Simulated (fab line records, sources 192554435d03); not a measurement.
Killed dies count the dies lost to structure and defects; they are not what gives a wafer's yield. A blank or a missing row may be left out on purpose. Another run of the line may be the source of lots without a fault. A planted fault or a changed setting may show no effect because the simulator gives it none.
Which of the tools did it? ; flow n5_finfet ; 24 lots (72 wafers sampled), 1 step of a 1938-step route

## WHAT EACH GAUGE READ, for each wafer
N5_BEOL_M2_INSPECT_59: inspects for defects (darkfield). Usual: raw_defect_count reads 70 (standard deviation 22).
lot;measured;on;raw_defect_count;flag
L074;day 6 18:38;defect_inspect-01;89 37 53;
L076;day 7 08:29;defect_inspect-01;56 71 71;
L075;day 7 09:58;defect_inspect-02;99 63 67;
L077;day 7 16:08;defect_inspect-02;53 71 57;
L078;day 8 01:44;defect_inspect-02;68 68 53;
L079;day 8 02:01;defect_inspect-01;68 73 96;
L080;day 8 09:35;defect_inspect-02;101 83 112;
L081;day 8 14:54;defect_inspect-02;123 75 69;
L082;day 8 16:32;defect_inspect-01;58 58 39;
L083;day 9 04:55;defect_inspect-02;64 100 65;
L084;day 9 05:40;defect_inspect-02;90 47 78;
L085;day 9 19:10;defect_inspect-01;58 56 69;
L086;day 10 00:59;defect_inspect-02;44 39 61;
L087;day 10 07:39;defect_inspect-02;82 82 65;
L088;day 10 09:29;defect_inspect-02;65 100 100;
L089;day 10 15:42;defect_inspect-02;45 67 90;
L090;day 10 22:41;defect_inspect-02;92 118 111;
L091;day 11 01:46;defect_inspect-01;36 47 54;
L092;day 11 05:00;defect_inspect-01;69 47 62;
L093;day 11 11:58;defect_inspect-01;38 61 66;
L094;day 12 05:49;defect_inspect-02;66 80 145;
L095;day 12 10:54;defect_inspect-01;30 33 62;
L097;day 12 15:56;defect_inspect-02;35 82 52;
L096;day 12 19:17;defect_inspect-02;73 78 96;

## WHICH TOOL RAN EACH LOT (tool, then ch and the chambers of the sampled wafers, then the start)
Before these readings, the record contains no process step.

## AS READ BY THE TOOLS THEMSELVES (means over the sampled wafers that have a number; for cases with no such wafer, the mark the record gives instead)
The record holds no such reading with a usual standard deviation.

## THE ANSWER, worked out from the rows above alone
Rule: take the mean of a lot's wafers that have a number; if it is more than 3 standard deviations from the usual mean, the lot is off. A lot without any number at a reading at which 4 lots or more have one is off too. Any other lot the step has rows for is counted as sound. First the gauges in route order, then the tools' own readings, where a lot's mean is used as printed above. At the first step where some lot is off, the reading lying furthest off is the one used; lots without a number count as furthest.
No lot is off at any reading shown: from this, nothing can be told.

## WHAT HAD BEEN PUT IN BY THE SIMULATOR
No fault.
